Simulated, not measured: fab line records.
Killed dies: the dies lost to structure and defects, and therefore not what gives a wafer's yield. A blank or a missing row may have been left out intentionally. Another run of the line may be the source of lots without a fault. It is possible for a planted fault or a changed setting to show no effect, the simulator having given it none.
Which of the tools did it?	flow nand harc	11 lots, 33 wafers sampled, at 6 steps of a route of 1159

== WHAT THE GAUGES READ, wafer by wafer ==
NHARC_A_CHANNEL_HOLE_D1_CD_MEAS_18. Usual: 99 nm for cd nm, sd 3.
lot	measured	on	cd nm (nm)	flag
L909	day 9 02:02	cd sem-02	100 101 104	
L911	day 9 09:23	cd sem-03	96 96 98	
L912	day 9 19:42	cd sem-01	97 92 97	
L916	day 10 16:56	cd sem-02	95 95 92	
L919	day 11 11:09	cd sem-01	97 99 105	
L918	day 11 12:07	cd sem-01	95 94 98	
L921	day 11 22:41	cd sem-02	99 95 97	
L922	day 12 07:20	cd sem-02	98 103 99	
L923	day 12 13:22	cd sem-01	100 96 96	
L926	day 12 21:06	cd sem-02	99 101 97	
L929	day 14 04:31	cd sem-03	101 98 99	

NHARC_A_CHANNEL_HOLE_D1_INSPECT_40. Usual: 59 for raw defect count, sd 17.
lot	measured	on	raw defect count	flag
L909	day 9 10:12	defect inspect-01	66 86 55	
L911	day 9 15:10	defect inspect-01	43 49 58	
L912	day 10 03:05	defect inspect-02	73 86 72	
L916	day 10 22:52	defect inspect-01	44 50 37	
L919	day 11 16:59	defect inspect-02	35 32 35	
L918	day 11 21:08	defect inspect-02	72 57 51	
L921	day 12 04:29	defect inspect-02	656 741 674	OFF
L922	day 12 13:11	defect inspect-02	701 690 692	OFF
L923	day 12 19:31	defect inspect-01	736 703 716	OFF
L926	day 13 03:08	defect inspect-01	29 44 51	
L929	day 14 14:37	defect inspect-01	64 69 74	

NHARC_END_SORT_01. Usual: killed at array 26, standard deviation 9.7; killed at other 1.0, standard deviation 1.2; killed at periphery 3.9, standard deviation 2.6; killed dies 31, standard deviation 9.7; killed open 3.2, standard deviation 1.8; killed short 2.0, standard deviation 1.3.
lot	measured	on	killed at array	killed at other	killed at periphery	killed dies	killed open	killed short	flag
L921	day 22 12:08	prober-02	117 74 116	1 0 1	0 2 2	118 76 119	3 2 4	3 4 4	OFF
L922	day 23 21:55	prober-01	75 121 67	0 0 0	3 2 0	78 123 67	0 0 3	3 2 2	OFF
L923	day 23 15:46	prober-01	77 84 61	1 1 2	2 1 5	80 86 68	2 4 2	0 1 2	OFF

== TOOL THAT RAN EACH LOT (tool first, then ch and the chambers of the sampled wafers, then the start) ==
lot	NHARC_A_CHANNEL_HOLE_D1_ETCH_39	NHARC_A_CHANNEL_HOLE_D1_ETCH_21	NHARC_A_CHANNEL_HOLE_D1_ETCH_24
L909	rie diel-02 ch 0,1,3, day 9 01:07	har etch-01 ch 0,1, day 9 04:59	har etch-01 ch 0,1, day 9 06:45
L911	rie diel-09 ch 0,2,3, day 9 08:31	har etch-01 ch 0,1, day 9 09:58	har etch-01 ch 0,1, day 9 11:43
L912	rie diel-09 ch 0,3, day 9 18:46	har etch-01 ch 0,1, day 9 21:43	har etch-01 ch 0,1, day 9 23:26
L916	rie diel-09 ch 0,1,3, day 10 15:59	har etch-02 ch 0,1, day 10 17:26	har etch-02 ch 0,1, day 10 19:07
L919	rie diel-02 ch 0,1,3, day 11 10:16	har etch-02 ch 0,1, day 11 11:39	har etch-02 ch 0,1, day 11 13:22
L918	rie diel-09 ch 0,1,3, day 11 11:11	har etch-02 ch 0,1, day 11 15:53	har etch-02 ch 0,1, day 11 17:39
L921	rie diel-02 ch 0,2,3, day 11 21:47	har etch-01 ch 0,1, day 11 23:17	har etch-01 ch 0,1, day 12 01:02
L922	rie diel-02 ch 0,1,3, day 12 06:25	har etch-01 ch 0,1, day 12 07:52	har etch-01 ch 0,1, day 12 09:34
L923	rie diel-02 ch 0,1, day 12 12:23	har etch-01 ch 0,1, day 12 14:00	har etch-01 ch 0,1, day 12 15:49
L926	rie diel-07 ch 1,2,3, day 12 20:11	har etch-02 ch 0,1, day 12 21:54	har etch-02 ch 0,1, day 12 23:40
L929	rie diel-07 ch 0,1,2, day 14 03:35	har etch-02 ch 0,1, day 14 09:01	har etch-02 ch 0,1, day 14 10:42
- NHARC_A_CHANNEL_HOLE_D1_ETCH_39: etches the open film in N2/H2, target depth 260 nm, time 325 s.
- NHARC_A_CHANNEL_HOLE_D1_ETCH_21: etches the open film in C4F8/O2/Ar, time 514.3 s, target depth 1600 nm.
- NHARC_A_CHANNEL_HOLE_D1_ETCH_24: etches the open film in C4F8/O2/Ar, time 906.2 s, target depth 1500 nm.

== AS READ BY THE TOOLS THEMSELVES (means over the sampled wafers that have a number; for cases with no such wafer, the mark the record gives instead) ==
NHARC_A_CHANNEL_HOLE_D1_ETCH_39. Usual: drypump motor current A 5.6 A, standard deviation 0.47; h2 flow sccm 150.0 sccm, standard deviation 0.42; oes product au 0.998 a.u., standard deviation 0.015; rf vpp V 429.5 V, standard deviation 2.9; showerhead plenum p Torr 2.01 Torr, standard deviation 0.1; throttle valve pct 14.171 %, standard deviation 0.0085.
lot	tool	drypump motor current A (A)	h2 flow sccm (sccm)	oes product au (a.u.)	rf vpp V (V)	showerhead plenum p Torr (Torr)	throttle valve pct (%)	flag
L909	rie diel-02	5.3	150.0	0.994	426.8	1.91	14.176	
L911	rie diel-09	5.4	150.1	1.012	432.3	2.09	14.166	
L912	rie diel-09	5.2	150.0	1.019	431.9	2.10	14.174	
L916	rie diel-09	5.2	149.9	1.007	432.3	2.09	14.165	
L919	rie diel-02	5.3	150.0	0.988	427.3	1.91	14.174	
L918	rie diel-09	5.2	149.9	1.005	431.3	2.09	14.174	
L921	rie diel-02	5.8	150.1	0.990	427.5	1.92	14.165	
L922	rie diel-02	5.3	149.9	0.983	427.1	1.91	14.173	
L923	rie diel-02	5.5	149.7	0.984	427.0	1.91	14.165	
L926	rie diel-07	5.8	149.7	0.997	430.6	2.06	14.171	
L929	rie diel-07	5.9	149.9	0.989	429.8	2.02	14.170	

NHARC_A_CHANNEL_HOLE_D1_ETCH_21. Usual: drypump motor current A 5.8 A, standard deviation 0.58; showerhead plenum p Torr 3.81 Torr, standard deviation 0.036; throttle valve pct 32.156 %, standard deviation 0.008.
lot	tool	drypump motor current A (A)	showerhead plenum p Torr (Torr)	throttle valve pct (%)	flag
L909	har etch-01	5.5	3.82	32.160	
L911	har etch-01	5.2	3.82	32.158	
L912	har etch-01	5.5	3.82	32.151	
L916	har etch-02	6.3	3.80	32.155	
L919	har etch-02	6.2	3.79	32.150	
L918	har etch-02	6.3	3.83	32.154	
L921	har etch-01	5.2	3.80	32.150	
L922	har etch-01	5.2	3.80	32.155	
L923	har etch-01	5.5	3.80	32.147	
L926	har etch-02	6.2	3.78	32.155	
L929	har etch-02	6.2	3.77	32.156	

NHARC_A_CHANNEL_HOLE_D1_ETCH_24. Usual: drypump motor current A 5.8 A, standard deviation 0.58; showerhead plenum p Torr 3.80 Torr, standard deviation 0.036; throttle valve pct 32.236 %, standard deviation 0.0086.
lot	tool	drypump motor current A (A)	showerhead plenum p Torr (Torr)	throttle valve pct (%)	flag
L909	har etch-01	5.5	3.82	32.237	
L911	har etch-01	5.2	3.81	32.228	
L912	har etch-01	5.5	3.81	32.239	
L916	har etch-02	6.2	3.79	32.239	
L919	har etch-02	6.2	3.79	32.242	
L918	har etch-02	6.4	3.82	32.227	
L921	har etch-01	5.2	3.80	32.237	
L922	har etch-01	5.2	3.80	32.235	
L923	har etch-01	5.5	3.79	32.241	
L926	har etch-02	6.3	3.78	32.236	
L929	har etch-02	6.3	3.77	32.240	

== THE ANSWER, worked out from the rows above alone ==
Rule: take the mean of a lot's wafers that have a number; if it is more than 3 standard deviations from the usual mean, the lot is off. Also off: a lot with no number at a reading for which 4 or more lots have one. The other lots that the step has rows for count as sound. First the gauges in route order, then the tools' own readings, where a lot's mean is used as printed above. The first step at which some lot is off is used, and at that step the reading that is off furthest; a lot without a number counts as furthest.
Off: L921, L922, L923 (NHARC_A_CHANNEL_HOLE_D1_INSPECT_40, raw defect count).
If a tool, at a process step before that reading, ran all the lots that are off and no sound lot after the first of them, it fits. Not tried: the gauges at NHARC_A_CHANNEL_HOLE_D1_INSPECT_40; whatever is off there is also off at NHARC_END_SORT_01, on other tools, and gauge error can't account for it. Undecided on this evidence; 2 tools fit (rie diel-02 at NHARC_A_CHANNEL_HOLE_D1_ETCH_39, har etch-01 at NHARC_A_CHANNEL_HOLE_D1_ETCH_21 and NHARC_A_CHANNEL_HOLE_D1_ETCH_24).

== WHAT HAD BEEN PUT IN BY THE SIMULATOR ==
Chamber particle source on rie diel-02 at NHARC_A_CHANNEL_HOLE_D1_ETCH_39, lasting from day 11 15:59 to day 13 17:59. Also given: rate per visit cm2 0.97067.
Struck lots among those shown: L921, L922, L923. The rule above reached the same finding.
